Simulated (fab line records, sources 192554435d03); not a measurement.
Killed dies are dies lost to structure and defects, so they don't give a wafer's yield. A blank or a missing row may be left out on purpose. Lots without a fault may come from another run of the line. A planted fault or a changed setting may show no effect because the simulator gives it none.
Which tool did it? | flow n5_finfet | 24 lots, 72 wafers sampled, at 6 steps of a route of 1938

WHAT THE GAUGES READ, wafer by wafer
The record holds no reading of a measuring or inspecting step that can be judged against a usual standard deviation.

WHICH TOOL RAN EACH LOT (tool, then ch and the chambers of the sampled wafers, then the start)
lot  | N5_BEOL_M5_DEGAS_44          | N5_BEOL_M5_PRE_CLEAN_45      | N5_BEOL_M5_SURFACE_TREAT_87  | N5_BEOL_M5_SPUTTER_88        | N5_BEOL_M5_PRE_CLEAN_77          | N5_BEOL_M7_DESCUM_16
L074 | pvd_sputter-03, day 8 12:49  | pvd_sputter-03, day 8 12:52  | pvd_sputter-03, day 8 13:12  | pvd_sputter-01, day 8 16:44  | cvd_co-01 ch 0,1,2, day 8 20:50  | rie_diel-05 ch 0,2, day 9 10:11
L075 | pvd_sputter-01, day 9 02:10  | pvd_sputter-01, day 9 02:12  | pvd_sputter-02, day 9 02:32  | pvd_sputter-01, day 9 06:06  | cvd_co-01 ch 0,2, day 9 08:01    | rie_diel-02 ch 1,2,3, day 9 21:06
L076 | pvd_sputter-01, day 9 10:08  | pvd_sputter-01, day 9 10:11  | pvd_sputter-03, day 9 10:32  | pvd_sputter-03, day 9 14:05  | cvd_co-02 ch 0,1,2, day 9 16:01  | rie_diel-02 ch 0,1,3, day 10 06:40
L077 | pvd_sputter-03, day 9 10:35  | pvd_sputter-03, day 9 10:37  | pvd_sputter-01, day 9 11:02  | pvd_sputter-01, day 9 14:41  | cvd_co-02 ch 0,1,2, day 9 16:36  | rie_diel-05 ch 1,2, day 10 07:45
L079 | pvd_sputter-02, day 9 13:58  | pvd_sputter-02, day 9 14:00  | pvd_sputter-02, day 9 14:31  | pvd_sputter-02, day 9 18:07  | cvd_co-02 ch 1,2, day 9 20:02    | rie_diel-05 ch 1,2, day 10 08:29
L078 | pvd_sputter-03, day 9 15:35  | pvd_sputter-03, day 9 15:37  | pvd_sputter-01, day 9 16:14  | pvd_sputter-01, day 9 19:48  | cvd_co-02 ch 0,1, day 9 21:56    | rie_diel-05 ch 0,2,3, day 10 12:49
L080 | pvd_sputter-03, day 10 07:36 | pvd_sputter-03, day 10 07:38 | pvd_sputter-03, day 10 07:56 | pvd_sputter-01, day 10 11:25 | cvd_co-02 ch 0,2, day 10 13:31   | rie_diel-04 ch 1,2, day 11 01:35
L081 | pvd_sputter-03, day 10 07:47 | pvd_sputter-03, day 10 07:50 | pvd_sputter-01, day 10 08:07 | pvd_sputter-03, day 10 11:35 | cvd_co-02 ch 0,1,2, day 10 13:58 | rie_diel-05 ch 2,3, day 11 06:56
L083 | pvd_sputter-02, day 10 14:41 | pvd_sputter-02, day 10 14:44 | pvd_sputter-03, day 10 15:17 | pvd_sputter-03, day 10 18:48 | cvd_co-01 ch 0,1, day 10 20:46   | rie_diel-05 ch 0,1, day 11 07:15
L082 | pvd_sputter-02, day 10 16:58 | pvd_sputter-02, day 10 17:01 | pvd_sputter-01, day 10 17:20 | pvd_sputter-02, day 10 20:53 | cvd_co-01 ch 0,1,2, day 10 22:48 | rie_diel-02 ch 0,2,3, day 11 09:37
L084 | pvd_sputter-02, day 11 00:32 | pvd_sputter-02, day 11 00:35 | pvd_sputter-03, day 11 00:58 | pvd_sputter-03, day 11 04:27 | cvd_co-02 ch 0,2, day 11 06:23   | rie_diel-02 ch 0,1,3, day 11 16:41
L085 | pvd_sputter-01, day 11 00:34 | pvd_sputter-01, day 11 00:37 | pvd_sputter-02, day 11 01:00 | pvd_sputter-02, day 11 04:33 | cvd_co-01 ch 0,1,2, day 11 06:29 | rie_diel-04 ch 0,1,2, day 11 18:52
L086 | pvd_sputter-02, day 11 18:28 | pvd_sputter-02, day 11 18:31 | pvd_sputter-02, day 11 18:50 | pvd_sputter-01, day 11 22:24 | cvd_co-02 ch 0,1,2, day 12 00:27 | rie_diel-05 ch 0,1,2, day 12 14:22
L087 | pvd_sputter-02, day 11 22:58 | pvd_sputter-02, day 11 23:01 | pvd_sputter-02, day 11 23:25 | pvd_sputter-02, day 12 02:53 | cvd_co-02 ch 0,2, day 12 04:56   | rie_diel-05 ch 0,2, day 12 15:29
L089 | pvd_sputter-03, day 12 03:47 | pvd_sputter-03, day 12 03:49 | pvd_sputter-03, day 12 04:11 | pvd_sputter-02, day 12 07:42 | cvd_co-01 ch 0,1,2, day 12 09:37 | rie_diel-02 ch 1,2,3, day 12 21:28
L088 | pvd_sputter-03, day 12 10:16 | pvd_sputter-03, day 12 10:18 | pvd_sputter-03, day 12 10:47 | pvd_sputter-02, day 12 14:17 | cvd_co-02 ch 0,1, day 12 16:13   | rie_diel-04 ch 1,3, day 13 04:55
L091 | pvd_sputter-02, day 12 10:57 | pvd_sputter-02, day 12 10:59 | pvd_sputter-03, day 12 12:42 | pvd_sputter-03, day 12 17:02 | cvd_co-02 ch 0,1,2, day 12 19:14 | rie_diel-04 ch 0,2,3, day 13 08:25
L090 | pvd_sputter-01, day 12 20:56 | pvd_sputter-01, day 12 20:58 | pvd_sputter-01, day 12 21:19 | pvd_sputter-01, day 13 00:49 | cvd_co-02 ch 1,2, day 13 02:44   | rie_diel-05 ch 0,2,3, day 13 15:10
L093 | pvd_sputter-02, day 13 07:32 | pvd_sputter-02, day 13 07:34 | pvd_sputter-01, day 13 07:54 | pvd_sputter-02, day 13 11:25 | cvd_co-02 ch 1,2, day 13 13:40   | rie_diel-02 ch 1,3, day 13 23:58
L092 | pvd_sputter-03, day 13 09:44 | pvd_sputter-03, day 13 09:46 | pvd_sputter-01, day 13 10:04 | pvd_sputter-01, day 13 15:17 | cvd_co-02 ch 1,2, day 13 17:15   | rie_diel-04 ch 1,2, day 14 03:43
L094 | pvd_sputter-01, day 13 23:38 | pvd_sputter-01, day 13 23:40 | pvd_sputter-02, day 14 00:00 | pvd_sputter-03, day 14 03:37 | cvd_co-02 ch 1,2, day 14 05:47   | rie_diel-04 ch 1,2,3, day 14 16:28
L096 | pvd_sputter-02, day 14 06:22 | pvd_sputter-02, day 14 06:24 | pvd_sputter-03, day 14 06:52 | pvd_sputter-01, day 14 10:21 | cvd_co-01 ch 0,1,2, day 14 12:17 | rie_diel-04 ch 0,2,3, day 15 03:29
L095 | pvd_sputter-02, day 14 06:37 | pvd_sputter-02, day 14 06:40 | pvd_sputter-01, day 14 06:58 | pvd_sputter-02, day 14 10:38 | cvd_co-01 ch 0,1, day 14 13:08   | rie_diel-05 ch 0,3, day 15 06:06
L097 | pvd_sputter-03, day 14 15:46 | pvd_sputter-03, day 14 15:49 | pvd_sputter-01, day 14 16:15 | pvd_sputter-01, day 14 20:16 | cvd_co-02 ch 1,2, day 14 22:11   | rie_diel-05 ch 0,1,2, day 15 09:44
- N5_BEOL_M5_DEGAS_44: time 60 s.
- N5_BEOL_M5_PRE_CLEAN_45: time 30 s.
- N5_BEOL_M5_SURFACE_TREAT_87
- N5_BEOL_M5_SPUTTER_88: material Cu, target thk 15 nm, time 27.62 s.
- N5_BEOL_M5_PRE_CLEAN_77: time 15 s.
- N5_BEOL_M7_DESCUM_16: chemistry O2, time 7.9 s.

WHAT THE TOOLS THEMSELVES READ (means of the sampled wafers that have a number; where no wafer has one, the mark that the record gives instead)
N5_BEOL_M5_DEGAS_44. Usual: heater_power_w 330 W, standard deviation 44.
lot  | tool           | heater_power_w (W) | flag
L074 | pvd_sputter-03 | 305                |
L075 | pvd_sputter-01 | 332                |
L076 | pvd_sputter-01 | 315                |
L077 | pvd_sputter-03 | 323                |
L079 | pvd_sputter-02 | 303                |
L078 | pvd_sputter-03 | 308                |
L080 | pvd_sputter-03 | 348                |
L081 | pvd_sputter-03 | 335                |
L083 | pvd_sputter-02 | 306                |
L082 | pvd_sputter-02 | 340                |
L084 | pvd_sputter-02 | 352                |
L085 | pvd_sputter-01 | 356                |
L086 | pvd_sputter-02 | 346                |
L087 | pvd_sputter-02 | 295                |
L089 | pvd_sputter-03 | 308                |
L088 | pvd_sputter-03 | 368                |
L091 | pvd_sputter-02 | 350                |
L090 | pvd_sputter-01 | 360                |
L093 | pvd_sputter-02 | 346                |
L092 | pvd_sputter-03 | 310                |
L094 | pvd_sputter-01 | 321                |
L096 | pvd_sputter-02 | 357                |
L095 | pvd_sputter-02 | 350                |
L097 | pvd_sputter-03 | 336                |

N5_BEOL_M5_PRE_CLEAN_45. Usual: heater_power_w 331 W, standard deviation 44.
lot  | tool           | heater_power_w (W) | flag
L074 | pvd_sputter-03 | 308                |
L075 | pvd_sputter-01 | 334                |
L076 | pvd_sputter-01 | 321                |
L077 | pvd_sputter-03 | 321                |
L079 | pvd_sputter-02 | 306                |
L078 | pvd_sputter-03 | 311                |
L080 | pvd_sputter-03 | 354                |
L081 | pvd_sputter-03 | 342                |
L083 | pvd_sputter-02 | 309                |
L082 | pvd_sputter-02 | 344                |
L084 | pvd_sputter-02 | 354                |
L085 | pvd_sputter-01 | 355                |
L086 | pvd_sputter-02 | 344                |
L087 | pvd_sputter-02 | 299                |
L089 | pvd_sputter-03 | 310                |
L088 | pvd_sputter-03 | 375                |
L091 | pvd_sputter-02 | 344                |
L090 | pvd_sputter-01 | 354                |
L093 | pvd_sputter-02 | 337                |
L092 | pvd_sputter-03 | 309                |
L094 | pvd_sputter-01 | 330                |
L096 | pvd_sputter-02 | 353                |
L095 | pvd_sputter-02 | 352                |
L097 | pvd_sputter-03 | 346                |

N5_BEOL_M5_SPUTTER_88. Usual: throttle_valve_pct 30.4 %, standard deviation 1.3.
lot  | tool           | throttle_valve_pct (%) | flag
L074 | pvd_sputter-01 | 30.4                   |
L075 | pvd_sputter-01 | 30.5                   |
L076 | pvd_sputter-03 | 28.6                   |
L077 | pvd_sputter-01 | 30.7                   |
L079 | pvd_sputter-02 | 30.5                   |
L078 | pvd_sputter-01 | 31.8                   |
L080 | pvd_sputter-01 | 31.3                   |
L081 | pvd_sputter-03 | 30.7                   |
L083 | pvd_sputter-03 | 30.8                   |
L082 | pvd_sputter-02 | 30.2                   |
L084 | pvd_sputter-03 | 30.8                   |
L085 | pvd_sputter-02 | 29.5                   |
L086 | pvd_sputter-01 | 30.0                   |
L087 | pvd_sputter-02 | 30.1                   |
L089 | pvd_sputter-02 | 30.7                   |
L088 | pvd_sputter-02 | 30.2                   |
L091 | pvd_sputter-03 | 31.1                   |
L090 | pvd_sputter-01 | 30.3                   |
L093 | pvd_sputter-02 | 30.0                   |
L092 | pvd_sputter-01 | 30.3                   |
L094 | pvd_sputter-03 | 30.8                   |
L096 | pvd_sputter-01 | 30.5                   |
L095 | pvd_sputter-02 | 30.1                   |
L097 | pvd_sputter-01 | 30.6                   |

N5_BEOL_M5_PRE_CLEAN_77. Usual: heater_power_w 108 W, standard deviation 25.
lot  | tool      | heater_power_w (W) | flag
L074 | cvd_co-01 | 100                |
L075 | cvd_co-01 | 79                 |
L076 | cvd_co-02 | 108                |
L077 | cvd_co-02 | 105                |
L079 | cvd_co-02 | 114                |
L078 | cvd_co-02 | 97                 |
L080 | cvd_co-02 | 118                |
L081 | cvd_co-02 | 107                |
L083 | cvd_co-01 | 98                 |
L082 | cvd_co-01 | 101                |
L084 | cvd_co-02 | 120                |
L085 | cvd_co-01 | 100                |
L086 | cvd_co-02 | 108                |
L087 | cvd_co-02 | 119                |
L089 | cvd_co-01 | 99                 |
L088 | cvd_co-02 | 95                 |
L091 | cvd_co-02 | 109                |
L090 | cvd_co-02 | 113                |
L093 | cvd_co-02 | 114                |
L092 | cvd_co-02 | 125                |
L094 | cvd_co-02 | 115                |
L096 | cvd_co-01 | 101                |
L095 | cvd_co-01 | 122                |
L097 | cvd_co-02 | 124                |

N5_BEOL_M7_DESCUM_16. Usual: drypump_motor_current_A 5.6 A, standard deviation 0.39; o2_flow_sccm 225.1 sccm, standard deviation 0.68; oes_product_au 0.81 a.u., standard deviation 0.081; rf_vpp_V 243.6 V, standard deviation 1.1; showerhead_plenum_p_Torr 2.12 Torr, standard deviation 0.048; throttle_valve_pct 20.42 %, standard deviation 0.2.
lot  | tool        | drypump_motor_current_A (A) | o2_flow_sccm (sccm) | oes_product_au (a.u.) | rf_vpp_V (V) | showerhead_plenum_p_Torr (Torr) | throttle_valve_pct (%) | flag
L074 | rie_diel-05 | 5.7                         | 224.5               | 0.84                  | 243.4        | 2.15                            | 20.51                  |
L075 | rie_diel-02 | 5.2                         | 224.9               | 0.82                  | 243.2        | 2.13                            | 20.33                  |
L076 | rie_diel-02 | 5.2                         | 225.1               | 0.88                  | 244.4        | 2.17                            | 20.22                  |
L077 | rie_diel-05 | 5.5                         | 225.6               | 0.83                  | 243.7        | 2.14                            | 20.49                  |
L079 | rie_diel-05 | 5.6                         | 225.2               | 0.79                  | 242.6        | 2.12                            | 20.52                  |
L078 | rie_diel-05 | 5.8                         | 225.8               | 0.83                  | 243.4        | 2.12                            | 20.48                  |
L080 | rie_diel-04 | 5.7                         | 224.4               | 0.89                  | 243.0        | 2.06                            | 20.26                  |
L081 | rie_diel-05 | 5.5                         | 224.9               | 0.87                  | 242.8        | 2.11                            | 20.45                  |
L083 | rie_diel-05 | 6.0                         | 225.4               | 0.73                  | 243.2        | 2.13                            | 20.59                  |
L082 | rie_diel-02 | 5.4                         | 225.3               | 0.78                  | 244.0        | 2.16                            | 20.34                  |
L084 | rie_diel-02 | 5.2                         | 224.3               | 0.85                  | 245.5        | 2.17                            | 20.24                  |
L085 | rie_diel-04 | 5.9                         | 224.8               | 0.83                  | 243.2        | 2.09                            | 20.37                  |
L086 | rie_diel-05 | 5.8                         | 224.9               | 0.77                  | 244.1        | 2.13                            | 20.57                  |
L087 | rie_diel-05 | 6.0                         | 225.1               | 0.76                  | 244.0        | 2.15                            | 20.60                  |
L089 | rie_diel-02 | 5.2                         | 225.4               | 0.78                  | 243.8        | 2.13                            | 20.35                  |
L088 | rie_diel-04 | 5.4                         | 225.7               | 0.85                  | 242.5        | 2.05                            | 20.24                  |
L091 | rie_diel-04 | 6.0                         | 225.3               | 0.80                  | 244.3        | 2.11                            | 20.47                  |
L090 | rie_diel-05 | 5.8                         | 225.2               | 0.80                  | 243.7        | 2.11                            | 20.52                  |
L093 | rie_diel-02 | 5.0                         | 225.0               | 0.83                  | 244.6        | 2.13                            | 20.27                  |
L092 | rie_diel-04 | 6.1                         | 225.0               | 0.83                  | 243.1        | 2.09                            | 20.42                  |
L094 | rie_diel-04 | 5.8                         | 225.0               | 0.82                  | 242.7        | 2.07                            | 20.38                  |
L096 | rie_diel-04 | 6.0                         | 225.1               | 0.78                  | 242.9        | 2.10                            | 20.48                  |
L095 | rie_diel-05 | 6.0                         | 225.4               | 0.74                  | 244.5        | 2.11                            | 20.58                  |
L097 | rie_diel-05 | 5.8                         | 224.8               | 0.75                  | 243.7        | 2.12                            | 20.59                  |

THE ANSWER, worked out from the rows above alone
Rule: a lot is off if the mean of its wafers that have a number lies more than 3 standard deviations from the usual mean. A lot without any number at a reading at which 4 lots or more have one is off too. The other lots that the step has rows for count as sound. The gauges are gone through in route order, then the tools' own readings, and for those a lot's mean is taken as printed above. The first step at which some lot is off is used, and at that step the reading that is off furthest; a lot without a number counts as furthest.
No lot is off at any reading shown: from this, nothing can be told.

WHAT THE SIMULATOR HAD PUT IN
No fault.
